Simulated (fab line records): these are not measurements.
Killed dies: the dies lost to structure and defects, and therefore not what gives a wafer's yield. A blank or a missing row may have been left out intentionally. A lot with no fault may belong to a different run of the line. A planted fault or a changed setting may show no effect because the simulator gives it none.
Matching of chambers	flow nand_harc	NHARC_A_STAIRCASE_ETCH_292 on rie_diel-12: 4 sister chambers
The step etches the open film in CF4/CHF3. 18 wafers are shown with their chamber, then 9 later ones without.

## WAFERS, EACH WITH ITS CHAMBER
wafer	chamber	showerhead_plenum_p_Torr (Torr)	drypump_motor_current_A (A)	rf_vpp_V (V)
L076.1	1	1.52	5.6	370.3
L076.3	0	1.54	5.8	368.3
L076.4	2	1.61	5.8	372.7
L079.1	3	1.61	6.0	371.9
L079.3	0	1.54	5.7	368.7
L079.4	2	1.61	5.8	369.4
L080.2	3	1.61	6.0	373.2
L080.3	0	1.54	5.8	369.0
L080.4	1	1.52	5.6	369.2
L083.3	2	1.61	5.8	370.9
L083.4	3	1.61	6.0	371.6
L083.6	2	1.61	5.9	372.5
L084.1	3	1.61	6.0	371.1
L084.2	2	1.61	5.8	371.7
L084.6	2	1.61	5.8	372.6
L088.1	0	1.53	5.7	367.7
L088.5	1	1.51	5.6	369.2
L088.6	0	1.53	5.7	369.4

SIGNATURES (means of the wafers above)
reading	chamber 0	chamber 1	chamber 2	chamber 3	scatter within a chamber
showerhead_plenum_p_Torr	1.5360	1.5167	1.6100	1.6100	0.00365
drypump_motor_current_A	5.740	5.600	5.817	6.000	0.0381
rf_vpp_V	368.620	369.567	371.633	371.950	0.974
Rule: distance of a wafer from a chamber = root of the sum over the readings of ((wafer's reading minus chamber's mean) / reading's scatter) squared. The wafer belongs to the nearest chamber; if the next one is less than 2 further off, it can't be placed. The scatter is the square root of a quotient: the sum, over the shown wafers, of each reading's squared deviation from its chamber's mean, divided by wafers minus chambers.

## WAFERS WITHOUT THEIR CHAMBER
wafer	showerhead_plenum_p_Torr (Torr)	drypump_motor_current_A (A)	rf_vpp_V (V)
L089.1	1.60	6.0	371.9
L089.3	1.53	5.8	369.2
L089.6	1.60	6.0	372.0
L093.2	1.60	5.9	370.5
L093.4	1.60	6.0	373.0
L093.5	1.51	5.6	370.0
L095.3	1.60	6.0	371.3
L095.4	1.51	5.6	368.6
L095.6	1.52	5.8	369.5

## EACH ONE'S CHAMBER
wafer	from the rows above	in truth
L089.1	3	3
L089.3	0	0
L089.6	3	3
L093.2	can't be placed: 2 or 3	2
L093.4	3	3
L093.5	1	1
L095.3	3	3
L095.4	1	1
L095.6	can't be placed: 0 or 1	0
7 of 9 placed correctly. From these rows, 2 cannot be placed; in 2 the true chamber is one of the candidates. 0 placed wrongly.
